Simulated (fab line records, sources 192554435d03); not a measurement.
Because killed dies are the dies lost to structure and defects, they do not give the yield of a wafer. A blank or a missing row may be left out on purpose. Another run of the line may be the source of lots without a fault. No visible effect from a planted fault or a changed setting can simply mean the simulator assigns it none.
Which tool is to blame? / flow n5Finfet / 11 lots (33 wafers sampled), 1 step of a 1938-step route

== WHAT THE GAUGES READ, wafer by wafer ==
N5_BEOL_M13_THK_MEAS_01.
lot=L206; measured=day 12 19:09; on=filmMetro-02; M13_ILD_THK (nm)=850 838 864
lot=L205; measured=day 12 20:53; on=filmMetro-01; M13_ILD_THK (nm)=832 827 845
lot=L207; measured=day 13 01:34; on=filmMetro-02; M13_ILD_THK (nm)=842 855 849
lot=L208; measured=day 13 09:28; on=filmMetro-01; M13_ILD_THK (nm)=846 843 857
lot=L209; measured=day 14 01:26; on=filmMetro-01; M13_ILD_THK (nm)=838 838 849
lot=L210; measured=day 14 01:30; on=filmMetro-02; M13_ILD_THK (nm)=827 843 852
lot=L217; measured=day 15 09:55; on=filmMetro-01; M13_ILD_THK (nm)=822 848 841
lot=L219; measured=day 15 14:22; on=filmMetro-01; M13_ILD_THK (nm)=835 834 842
lot=L220; measured=day 16 10:45; on=filmMetro-01; M13_ILD_THK (nm)=848 854 858
lot=L224; measured=day 17 13:37; on=filmMetro-01; M13_ILD_THK (nm)=848 848 850
lot=L227; measured=day 18 07:20; on=filmMetro-01; M13_ILD_THK (nm)=839 826 858

== EACH LOT AND THE TOOL THAT RAN IT (in order: tool; ch and the chambers of the sampled wafers; start) ==
The record shows no process step preceding these readings.

== THE ANSWER, worked out from the rows above alone ==
Rule: what is usual is taken from the lots themselves. Put in order of their means at a reading, lots are off if they are a third of the lots or fewer, leave a main group of 4 or more, and stand apart from it by a gap of 3 or more times the standard deviation of the main group's means; of several such gaps the widest counts. A main group whose means are all the same, to the digits that the tables above print for the reading, isn't used. A lot without any number at a reading at which 4 lots or more have one is off too. The other lots that the step has rows for count as sound.
Nothing can be told from this: no lot is off at any reading shown.

== WHAT WAS PUT IN BY THE SIMULATOR ==
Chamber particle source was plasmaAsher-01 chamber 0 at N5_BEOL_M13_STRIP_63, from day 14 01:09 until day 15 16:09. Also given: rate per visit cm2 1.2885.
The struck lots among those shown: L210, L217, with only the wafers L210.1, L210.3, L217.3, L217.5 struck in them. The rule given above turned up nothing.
